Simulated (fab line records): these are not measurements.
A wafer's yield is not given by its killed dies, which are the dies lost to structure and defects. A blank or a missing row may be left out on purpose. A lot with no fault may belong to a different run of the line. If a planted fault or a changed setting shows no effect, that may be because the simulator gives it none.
Which tool is to blame? + flow n5 finfet + Sampling: 20 lots, 60 wafers, 6 of 1938 route steps

WHAT THE GAUGES READ, wafer by wafer
N5_MOL_CONTACT_COAG_THK_MEAS_53.
| lot  | measured     | on            | VIA_MOL_THK (nm) |
|------|--------------|---------------|------------------|
| L074 | day 5 07:28  | film metro-02 | 43.4 44.6 44.5   |
| L075 | day 5 08:07  | film metro-01 | 44.5 43.8 43.8   |
| L077 | day 6 04:41  | film metro-01 | 43.6 43.4 44.4   |
| L078 | day 6 16:02  | film metro-02 | 44.2 43.9 44.4   |
| L079 | day 6 19:40  | film metro-01 | 43.7 44.4 44.1   |
| L080 | day 6 20:03  | film metro-01 | 44.0 43.7 44.3   |
| L081 | day 7 01:43  | film metro-01 | 44.0 45.4 44.8   |
| L082 | day 7 05:45  | film metro-02 | 43.0 43.5 44.2   |
| L084 | day 7 21:23  | film metro-01 | 43.9 43.7 44.5   |
| L085 | day 8 07:51  | film metro-01 | 42.7 43.4 43.2   |
| L086 | day 8 10:44  | film metro-02 | 44.4 44.2 44.9   |
| L087 | day 8 15:02  | film metro-01 | 42.4 43.5 44.6   |
| L088 | day 9 00:20  | film metro-01 | 44.7 43.9 45.0   |
| L089 | day 9 03:13  | film metro-02 | 43.7 45.5 44.2   |
| L092 | day 9 23:17  | film metro-01 | 44.0 43.9 44.0   |
| L093 | day 10 03:43 | film metro-02 | 44.2 44.5 44.5   |
| L094 | day 10 10:41 | film metro-02 | 43.7 43.8 43.5   |
| L095 | day 10 13:15 | film metro-01 | 44.9 45.3 45.2   |
| L096 | day 10 16:59 | film metro-01 | 44.0 44.9 44.3   |
| L097 | day 10 20:55 | film metro-01 | 44.2 44.1 44.7   |

EACH LOT AND THE TOOL THAT RAN IT (in order: tool; ch and the chambers of the sampled wafers; start)
| lot  | N5_MOL_CONTACT_COAG_ANNEAL_113   | N5_MOL_CONTACT_COAG_ETCH_90        | N5_MOL_CONTACT_COAG_ALD_131       | N5_MOL_CONTACT_COAG_VIA_ETCH_46    | N5_MOL_CONTACT_COAG_ETCH_66        |
|------|----------------------------------|------------------------------------|-----------------------------------|------------------------------------|------------------------------------|
| L074 | rtp anneal-02 ch 0, day 4 19:34  | rie diel-05 ch 2,3, day 5 04:04    | ald sin-02 ch 0,3, day 5 04:26    | rie diel-02 ch 0,3, day 5 04:49    | rie diel-02 ch 1,2, day 5 05:46    |
| L075 | rtp anneal-01 ch 0, day 4 23:36  | rie diel-06 ch 0,2,3, day 5 04:59  | ald sin-04 ch 0,1,3, day 5 05:04  | rie diel-06 ch 1,2, day 5 05:24    | rie diel-06 ch 0,1, day 5 06:22    |
| L077 | rtp anneal-02 ch 0, day 5 18:56  | rie diel-02 ch 1,2, day 6 01:34    | ald sin-04 ch 0,1,2, day 6 01:38  | rie diel-02 ch 1,2, day 6 01:59    | rie diel-06 ch 0,3, day 6 03:10    |
| L078 | rtp anneal-02 ch 0, day 6 07:20  | rie diel-02 ch 1,2,3, day 6 12:33  | ald sin-03 ch 0,2,3, day 6 12:38  | rie diel-06 ch 0,1,2, day 6 12:58  | rie diel-05 ch 0,1,2, day 6 13:47  |
| L079 | rtp anneal-02 ch 0, day 6 08:14  | rie diel-06 ch 1,2, day 6 16:40    | ald sin-03 ch 2,3, day 6 16:44    | rie diel-06 ch 0,2, day 6 17:05    | rie diel-02 ch 0,1,3, day 6 18:09  |
| L080 | rtp anneal-01 ch 0, day 6 09:07  | rie diel-05 ch 0,2,3, day 6 17:01  | ald sin-03 ch 0,1,2, day 6 17:05  | rie diel-06 ch 1,2,3, day 6 17:26  | rie diel-02 ch 0,1,3, day 6 18:16  |
| L081 | rtp anneal-01 ch 0, day 6 16:46  | rie diel-06 ch 2,3, day 6 22:34    | ald sin-03 ch 0,1,2, day 6 22:39  | rie diel-06 ch 0,3, day 6 22:59    | rie diel-06 ch 1,2,3, day 6 23:53  |
| L082 | rtp anneal-02 ch 0, day 6 19:52  | rie diel-05 ch 1,2,3, day 7 02:16  | ald sin-04 ch 1,2,3, day 7 02:21  | rie diel-02 ch 1,2,3, day 7 02:41  | rie diel-06 ch 0,1,3, day 7 04:06  |
| L084 | rtp anneal-02 ch 0, day 7 11:18  | rie diel-05 ch 1,3, day 7 16:32    | ald sin-03 ch 1,2, day 7 16:37    | rie diel-05 ch 0,1,2, day 7 17:48  | rie diel-06 ch 0,2,3, day 7 19:23  |
| L085 | rtp anneal-02 ch 0, day 7 22:00  | rie diel-05 ch 0,2,3, day 8 04:27  | ald sin-02 ch 0,1,3, day 8 04:32  | rie diel-06 ch 0,3, day 8 05:06    | rie diel-06 ch 0,2, day 8 05:56    |
| L086 | rtp anneal-01 ch 0, day 8 01:22  | rie diel-05 ch 1,3, day 8 07:02    | ald sin-04 ch 2,3, day 8 07:07    | rie diel-06 ch 1,2, day 8 07:52    | rie diel-06 ch 1,3, day 8 08:49    |
| L087 | rtp anneal-02 ch 0, day 8 04:13  | rie diel-05 ch 0,2,3, day 8 11:53  | ald sin-04 ch 0,2, day 8 11:58    | rie diel-06 ch 1,2, day 8 12:21    | rie diel-05 ch 0,2, day 8 13:18    |
| L088 | rtp anneal-01 ch 0, day 8 12:16  | rie diel-05 ch 0,1,3, day 8 20:53  | ald sin-04 ch 2,3, day 8 21:32    | rie diel-02 ch 0,2,3, day 8 21:52  | rie diel-02 ch 0,2, day 8 22:42    |
| L089 | rtp anneal-01 ch 0, day 8 14:25  | rie diel-02 ch 0,2,3, day 9 00:16  | ald sin-04 ch 0,1,3, day 9 00:20  | rie diel-06 ch 0,2,3, day 9 00:44  | rie diel-02 ch 0,3, day 9 01:34    |
| L092 | rtp anneal-01 ch 0, day 9 13:34  | rie diel-02 ch 1,2,3, day 9 20:18  | ald sin-04 ch 0,1,2, day 9 20:31  | rie diel-05 ch 1,2,3, day 9 20:55  | rie diel-02 ch 0,1,2, day 9 21:45  |
| L093 | rtp anneal-01 ch 0, day 9 18:25  | rie diel-05 ch 0,3, day 10 00:58   | ald sin-04 ch 0,1,3, day 10 01:02 | rie diel-05 ch 1,3, day 10 01:23   | rie diel-02 ch 1,2,3, day 10 02:13 |
| L094 | rtp anneal-02 ch 0, day 9 23:06  | rie diel-02 ch 0,2,3, day 10 07:24 | ald sin-03 ch 1,2,3, day 10 07:29 | rie diel-02 ch 1,2,3, day 10 07:50 | rie diel-06 ch 0,1,2, day 10 09:01 |
| L095 | rtp anneal-01 ch 0, day 10 03:46 | rie diel-06 ch 1,2, day 10 10:08   | ald sin-03 ch 0,3, day 10 10:13   | rie diel-05 ch 0,1,3, day 10 10:43 | rie diel-02 ch 1,3, day 10 11:44   |
| L096 | rtp anneal-01 ch 0, day 10 09:07 | rie diel-06 ch 0,2,3, day 10 14:05 | ald sin-04 ch 0,1,3, day 10 14:10 | rie diel-06 ch 1,2, day 10 14:30   | rie diel-05 ch 0,2,3, day 10 15:28 |
| L097 | rtp anneal-02 ch 0, day 10 11:14 | rie diel-02 ch 0,1,3, day 10 17:48 | ald sin-03 ch 0,2, day 10 17:53   | rie diel-05 ch 0,1,3, day 10 18:13 | rie diel-02 ch 0,3, day 10 19:11   |
- N5_MOL_CONTACT_COAG_ANNEAL_113: time 300 s.
- N5_MOL_CONTACT_COAG_ETCH_90: etches SiARC in CF4, target depth 13 nm, time 21.7 s.
- N5_MOL_CONTACT_COAG_ALD_131: deposits SiO2, target thk 5 nm, pulse time 1 s, co reactant pulse time 1 s.
- N5_MOL_CONTACT_COAG_VIA_ETCH_46: etches SiO2 in C4F6/O2, target depth 46 nm, overetch 9.2 nm, time 40 s.
- N5_MOL_CONTACT_COAG_ETCH_66: etches SiARC in CF4, target depth 13 nm, time 21.7 s.

AS READ BY THE TOOLS THEMSELVES (means over the sampled wafers that have a number; for cases with no such wafer, the mark the record gives instead)
N5_MOL_CONTACT_COAG_ANNEAL_113.
| lot  | tool          | anneal temp c max | lamp power pct (%) | wafer_temp_C_max |
|------|---------------|-------------------|--------------------|------------------|
| L074 | rtp anneal-02 | 401.5             | 3.4                | 401.4            |
| L075 | rtp anneal-01 | 401.5             | 2.5                | 402.5            |
| L077 | rtp anneal-02 | 401.3             | 3.4                | 401.6            |
| L078 | rtp anneal-02 | 401.6             | 3.4                | 401.0            |
| L079 | rtp anneal-02 | 401.4             | 3.4                | 401.4            |
| L080 | rtp anneal-01 | 402.0             | 2.5                | 403.0            |
| L081 | rtp anneal-01 | 401.5             | 2.5                | 402.5            |
| L082 | rtp anneal-02 | 401.5             | 3.4                | 401.1            |
| L084 | rtp anneal-02 | 401.5             | 3.4                | 401.2            |
| L085 | rtp anneal-02 | 401.5             | 3.4                | 401.0            |
| L086 | rtp anneal-01 | 401.7             | 2.5                | 402.7            |
| L087 | rtp anneal-02 | 401.4             | 3.4                | 401.1            |
| L088 | rtp anneal-01 | 402.2             | 2.5                | 402.5            |
| L089 | rtp anneal-01 | 401.6             | 2.5                | 402.2            |
| L092 | rtp anneal-01 | 401.4             | 2.5                | 402.1            |
| L093 | rtp anneal-01 | 401.7             | 2.5                | 402.9            |
| L094 | rtp anneal-02 | 402.0             | 3.4                | 401.0            |
| L095 | rtp anneal-01 | 401.8             | 2.5                | 402.4            |
| L096 | rtp anneal-01 | 402.1             | 2.5                | 402.6            |
| L097 | rtp anneal-02 | 401.5             | 3.4                | 401.3            |

N5_MOL_CONTACT_COAG_ETCH_90.
| lot  | tool        | bias w (W) | drypump motor current A (A) | etch rf on time s (s) | oes product au (a.u.) | rf fwd power W (W) | rf vpp V (V) | showerhead plenum p Torr (Torr) | throttle valve pct (%) |
|------|-------------|------------|-----------------------------|-----------------------|-----------------------|--------------------|--------------|---------------------------------|------------------------|
| L074 | rie diel-05 | 35.86      | 5.2                         | 21.4                  | 0.71                  | 531.9              | 184.8        | 2.24                            | 15.33                  |
| L075 | rie diel-06 | 36.03      | 5.9                         | 21.4                  | 0.69                  | 531.9              | 183.9        | 2.16                            | 15.67                  |
| L077 | rie diel-02 | 35.92      | 5.9                         | 21.9                  | 0.61                  | 531.0              | 183.5        | 2.13                            | 15.64                  |
| L078 | rie diel-02 | 35.96      | 5.8                         | 21.8                  | 0.63                  | 530.4              | 184.4        | 2.14                            | 15.79                  |
| L079 | rie diel-06 | 35.95      | 5.6                         | 21.9                  | 0.66                  | 531.1              | 184.3        | 2.18                            | 15.59                  |
| L080 | rie diel-05 | 35.99      | 5.3                         | 21.6                  | 0.68                  | 532.8              | 184.1        | 2.21                            | 15.51                  |
| L081 | rie diel-06 | 35.93      | 5.6                         | 21.6                  | 0.69                  | 530.9              | 184.6        | 2.16                            | 15.56                  |
| L082 | rie diel-05 | 36.14      | 5.5                         | 21.6                  | 0.69                  | 531.6              | 184.2        | 2.21                            | 15.44                  |
| L084 | rie diel-05 | 36.00      | 5.7                         | 21.7                  | 0.72                  | 533.0              | 185.0        | 2.22                            | 15.46                  |
| L085 | rie diel-05 | 36.15      | 5.3                         | 21.6                  | 0.67                  | 531.2              | 185.9        | 2.20                            | 15.55                  |
| L086 | rie diel-05 | 35.97      | 5.7                         | 21.4                  | 0.71                  | 530.5              | 184.9        | 2.22                            | 15.48                  |
| L087 | rie diel-05 | 36.08      | 5.3                         | 21.5                  | 0.67                  | 531.3              | 184.7        | 2.20                            | 15.55                  |
| L088 | rie diel-05 | 36.02      | 5.7                         | 21.3                  | 0.69                  | 531.7              | 183.6        | 2.19                            | 15.65                  |
| L089 | rie diel-02 | 35.99      | 5.9                         | 21.5                  | 0.67                  | 530.8              | 184.5        | 2.18                            | 15.85                  |
| L092 | rie diel-02 | 35.98      | 5.8                         | 21.5                  | 0.62                  | 530.4              | 184.0        | 2.13                            | 15.84                  |
| L093 | rie diel-05 | 36.02      | 5.5                         | 21.5                  | 0.68                  | 532.7              | 185.2        | 2.21                            | 15.56                  |
| L094 | rie diel-02 | 35.98      | 5.8                         | 21.5                  | 0.66                  | 531.1              | 184.3        | 2.18                            | 15.86                  |
| L095 | rie diel-06 | 35.83      | 5.6                         | 21.7                  | 0.63                  | 532.0              | 184.6        | 2.17                            | 15.65                  |
| L096 | rie diel-06 | 36.15      | 5.9                         | 21.7                  | 0.64                  | 531.6              | 183.7        | 2.14                            | 15.78                  |
| L097 | rie diel-02 | 36.04      | 6.2                         | 21.4                  | 0.65                  | 532.3              | 184.7        | 2.16                            | 15.69                  |

N5_MOL_CONTACT_COAG_ALD_131.
| lot  | tool       | heater power w (W) | precursor pulse height rel |
|------|------------|--------------------|----------------------------|
| L074 | ald sin-02 | 73                 | 1.013                      |
| L075 | ald sin-04 | 73                 | 0.990                      |
| L077 | ald sin-04 | 81                 | 0.999                      |
| L078 | ald sin-03 | 73                 | 1.012                      |
| L079 | ald sin-03 | 70                 | 0.988                      |
| L080 | ald sin-03 | 70                 | 0.999                      |
| L081 | ald sin-03 | 69                 | 0.998                      |
| L082 | ald sin-04 | 81                 | 1.005                      |
| L084 | ald sin-03 | 66                 | 1.026                      |
| L085 | ald sin-02 | 72                 | 0.984                      |
| L086 | ald sin-04 | 87                 | 0.975                      |
| L087 | ald sin-04 | 80                 | 1.003                      |
| L088 | ald sin-04 | 78                 | 0.999                      |
| L089 | ald sin-04 | 73                 | 1.023                      |
| L092 | ald sin-04 | 82                 | 1.008                      |
| L093 | ald sin-04 | 74                 | 0.990                      |
| L094 | ald sin-03 | 70                 | 0.995                      |
| L095 | ald sin-03 | 80                 | 0.995                      |
| L096 | ald sin-04 | 74                 | 1.027                      |
| L097 | ald sin-03 | 68                 | 1.006                      |

N5_MOL_CONTACT_COAG_VIA_ETCH_46.
| lot  | tool        | C4F6_flow_sccm (sccm) | bias w (W) | drypump motor current A (A) | oes product au (a.u.) | rf fwd power W (W) | rf vpp V (V) | showerhead plenum p Torr (Torr) | throttle valve pct (%) |
|------|-------------|-----------------------|------------|-----------------------------|-----------------------|--------------------|--------------|---------------------------------|------------------------|
| L074 | rie diel-02 | 10.01                 | 454.5      | 6.3                         | 0.76                  | 322.7              | 1555         | 2.95                            | 40.6                   |
| L075 | rie diel-06 | 9.97                  | 453.8      | 5.6                         | 0.70                  | 323.0              | 1553         | 2.89                            | 40.8                   |
| L077 | rie diel-02 | 10.02                 | 454.5      | 5.5                         | 0.65                  | 323.1              | 1560         | 2.84                            | 41.5                   |
| L078 | rie diel-06 | 9.99                  | 455.2      | 5.9                         | 0.67                  | 323.1              | 1553         | 2.87                            | 41.2                   |
| L079 | rie diel-06 | 9.96                  | 454.8      | 5.8                         | 0.69                  | 323.0              | 1542         | 2.85                            | 41.2                   |
| L080 | rie diel-06 | 10.01                 | 455.2      | 5.6                         | 0.70                  | 322.2              | 1573         | 2.90                            | 41.1                   |
| L081 | rie diel-06 | 10.00                 | 456.9      | 5.9                         | 0.72                  | 322.2              | 1584         | 2.87                            | 41.7                   |
| L082 | rie diel-02 | 10.00                 | 454.4      | 5.7                         | 0.65                  | 322.0              | 1546         | 2.84                            | 41.2                   |
| L084 | rie diel-05 | 10.00                 | 453.9      | 5.5                         | 0.70                  | 322.3              | 1615         | 2.90                            | 41.0                   |
| L085 | rie diel-06 | 9.99                  | 454.3      | 5.9                         | 0.69                  | 322.0              | 1585         | 2.87                            | 41.7                   |
| L086 | rie diel-06 | 10.00                 | 456.0      | 5.6                         | 0.68                  | 322.2              | 1553         | 2.88                            | 40.9                   |
| L087 | rie diel-06 | 9.96                  | 455.2      | 5.6                         | 0.67                  | 322.4              | 1553         | 2.88                            | 40.9                   |
| L088 | rie diel-02 | 10.01                 | 456.3      | 5.9                         | 0.71                  | 321.8              | 1549         | 2.89                            | 41.1                   |
| L089 | rie diel-06 | 10.00                 | 455.4      | 5.9                         | 0.69                  | 323.6              | 1563         | 2.85                            | 41.5                   |
| L092 | rie diel-05 | 10.00                 | 453.8      | 5.5                         | 0.70                  | 323.5              | 1600         | 2.92                            | 40.8                   |
| L093 | rie diel-05 | 9.99                  | 452.3      | 6.0                         | 0.73                  | 322.4              | 1600         | 2.91                            | 41.4                   |
| L094 | rie diel-02 | 10.03                 | 454.6      | 5.8                         | 0.64                  | 321.6              | 1545         | 2.83                            | 41.2                   |
| L095 | rie diel-05 | 10.00                 | 456.4      | 5.7                         | 0.71                  | 323.1              | 1597         | 2.90                            | 41.2                   |
| L096 | rie diel-06 | 10.01                 | 454.4      | 5.6                         | 0.64                  | 321.9              | 1562         | 2.88                            | 40.8                   |
| L097 | rie diel-05 | 9.99                  | 454.1      | 5.8                         | 0.71                  | 322.5              | 1597         | 2.90                            | 41.2                   |

N5_MOL_CONTACT_COAG_ETCH_66.
| lot  | tool        | bias w (W) | drypump motor current A (A) | etch rf on time s (s) | oes product au (a.u.) | rf fwd power W (W) | rf vpp V (V) | showerhead plenum p Torr (Torr) | throttle valve pct (%) |
|------|-------------|------------|-----------------------------|-----------------------|-----------------------|--------------------|--------------|---------------------------------|------------------------|
| L074 | rie diel-02 | 35.94      | 5.5                         | 21.9                  | 0.62                  | 532.3              | 183.9        | 2.14                            | 15.83                  |
| L075 | rie diel-06 | 35.97      | 6.2                         | 21.7                  | 0.62                  | 531.2              | 185.3        | 2.16                            | 15.83                  |
| L077 | rie diel-06 | 36.04      | 5.9                         | 21.6                  | 0.69                  | 530.7              | 184.0        | 2.16                            | 15.74                  |
| L078 | rie diel-05 | 36.06      | 5.5                         | 21.6                  | 0.68                  | 531.0              | 185.0        | 2.19                            | 15.61                  |
| L079 | rie diel-02 | 36.05      | 6.2                         | 21.5                  | 0.67                  | 531.4              | 183.7        | 2.17                            | 15.64                  |
| L080 | rie diel-02 | 35.97      | 6.2                         | 21.4                  | 0.68                  | 530.8              | 184.5        | 2.17                            | 15.64                  |
| L081 | rie diel-06 | 36.04      | 5.6                         | 21.4                  | 0.67                  | 531.2              | 184.8        | 2.18                            | 15.64                  |
| L082 | rie diel-06 | 35.94      | 5.9                         | 21.3                  | 0.65                  | 530.4              | 185.0        | 2.17                            | 15.78                  |
| L084 | rie diel-06 | 36.04      | 5.9                         | 21.5                  | 0.67                  | 531.3              | 184.9        | 2.15                            | 15.71                  |
| L085 | rie diel-06 | 36.00      | 6.1                         | 21.7                  | 0.62                  | 531.7              | 184.2        | 2.14                            | 15.80                  |
| L086 | rie diel-06 | 36.12      | 5.7                         | 21.3                  | 0.67                  | 530.3              | 184.9        | 2.18                            | 15.73                  |
| L087 | rie diel-05 | 36.04      | 5.3                         | 21.0                  | 0.65                  | 530.8              | 184.1        | 2.18                            | 15.72                  |
| L088 | rie diel-02 | 36.04      | 5.6                         | 21.6                  | 0.66                  | 533.4              | 183.3        | 2.18                            | 15.89                  |
| L089 | rie diel-02 | 35.94      | 6.1                         | 21.2                  | 0.68                  | 532.4              | 184.3        | 2.18                            | 15.79                  |
| L092 | rie diel-02 | 36.13      | 6.0                         | 21.8                  | 0.64                  | 529.7              | 184.8        | 2.16                            | 15.71                  |
| L093 | rie diel-02 | 36.06      | 5.8                         | 21.5                  | 0.62                  | 531.6              | 184.7        | 2.13                            | 15.86                  |
| L094 | rie diel-06 | 35.99      | 5.9                         | 21.6                  | 0.61                  | 529.3              | 184.4        | 2.16                            | 15.80                  |
| L095 | rie diel-02 | 35.99      | 6.1                         | 21.8                  | 0.61                  | 531.7              | 183.7        | 2.12                            | 15.66                  |
| L096 | rie diel-05 | 36.06      | 5.3                         | 21.5                  | 0.65                  | 532.7              | 184.1        | 2.20                            | 15.58                  |
| L097 | rie diel-02 | 36.18      | 6.3                         | 21.6                  | 0.68                  | 530.8              | 184.8        | 2.21                            | 15.71                  |

THE ANSWER, worked out from the rows above alone
Rule: the lots themselves supply what counts as usual. Put in order of their means at a reading, lots are off if they are a third of the lots or fewer, leave a main group of 4 or more, and stand apart from it by a gap of 3 or more times the standard deviation of the main group's means; of several such gaps the widest counts. A main group whose means are all the same, to the digits that the tables above print for the reading, isn't used. Also off: a lot with no number at a reading for which 4 or more lots have one. The other lots that the step has rows for count as sound. First the gauges in route order, then the tools' own readings, where a lot's mean is used as printed above. The first step at which some lot is off is used, and at that step the reading that is off furthest; a lot without a number counts as furthest.
No lot is off at any reading shown: from this, nothing can be told.

WHAT HAD BEEN PUT IN BY THE SIMULATOR
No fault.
